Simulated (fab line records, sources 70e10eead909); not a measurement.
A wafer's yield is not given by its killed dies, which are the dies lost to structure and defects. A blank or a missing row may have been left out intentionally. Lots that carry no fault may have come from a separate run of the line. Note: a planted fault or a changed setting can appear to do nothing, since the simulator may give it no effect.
Chamber matching | flow nand-harc | NHARC_P_GATE_DESCUM_13 on rie-diel-11: 4 sister chambers
The step chemistry O2, time 3 s. 14 wafers are shown with their chamber, then 7 later ones without.

## EACH WAFER AND ITS CHAMBER
wafer  | chamber | drypump-motor-current-A (A) | throttle-valve-pct (%) | oes-product-au (a.u.)
L495.1 | 1       | 6.2                         | 11.307                 | 1.009
L495.3 | 3       | 5.5                         | 11.311                 | 0.995
L495.4 | 0       | 5.3                         | 11.330                 | 1.004
L496.1 | 2       | 6.4                         | 11.313                 | 1.020
L496.4 | 3       | 5.5                         | 11.315                 | 0.993
L496.6 | 2       | 6.4                         | 11.312                 | 1.015
L498.3 | 3       | 5.4                         | 11.317                 | 0.999
L498.4 | 2       | 6.4                         | 11.319                 | 1.012
L498.6 | 3       | 5.5                         | 11.308                 | 0.999
L499.1 | 0       | 5.3                         | 11.338                 | 1.020
L499.4 | 3       | 5.5                         | 11.306                 | 1.003
L499.5 | 3       | 5.5                         | 11.315                 | 1.000
L502.3 | 1       | 6.1                         | 11.326                 | 1.021
L502.5 | 2       | 6.4                         | 11.310                 | 1.010

SIGNATURES, as means of the wafers listed above
reading                 | chamber 0 | chamber 1 | chamber 2 | chamber 3 | scatter within a chamber
drypump-motor-current-A | 5.300     | 6.150     | 6.400     | 5.483     | 0.0365
throttle-valve-pct      | 11.33400  | 11.31650  | 11.31350  | 11.31200  | 0.00595
oes-product-au          | 1.01200   | 1.01500   | 1.01425   | 0.99817   | 0.00567
Rule: for each reading, subtract the chamber's mean from the wafer's reading, divide by that reading's scatter and square the result; add these up over the readings and take the root, which gives the wafer's distance from the chamber. If the next closest chamber is less than 2 further off than the closest, the wafer can't be placed; otherwise it belongs to the closest. How the scatter is found: for the shown wafers, subtract from each reading the mean of its chamber, square and add these, divide the total by (wafers less chambers), then take the root.

## WAFERS WITHOUT THEIR CHAMBER
wafer  | drypump-motor-current-A (A) | throttle-valve-pct (%) | oes-product-au (a.u.)
L502.6 | 6.2                         | 11.324                 | 1.027
L515.2 | 5.3                         | 11.303                 | 1.000
L515.4 | 6.4                         | 11.311                 | 1.020
L515.5 | 5.5                         | 11.308                 | 1.006
L517.1 | 6.1                         | 11.312                 | 1.001
L517.3 | 5.3                         | 11.309                 | 1.003
L517.5 | 6.2                         | 11.309                 | 1.000

## WHICH CHAMBER EACH ONE RAN IN
wafer  | from the rows above     | in truth
L502.6 | 1                       | 1
L515.2 | can't be placed: 3 or 0 | 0
L515.4 | 2                       | 2
L515.5 | 3                       | 3
L517.1 | 1                       | 1
L517.3 | can't be placed: 0 or 3 | 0
L517.5 | 1                       | 1
Placed correctly: 5 of 7. These rows do not allow placing 2 (true chamber among the candidates in 2). 0 placed wrongly.
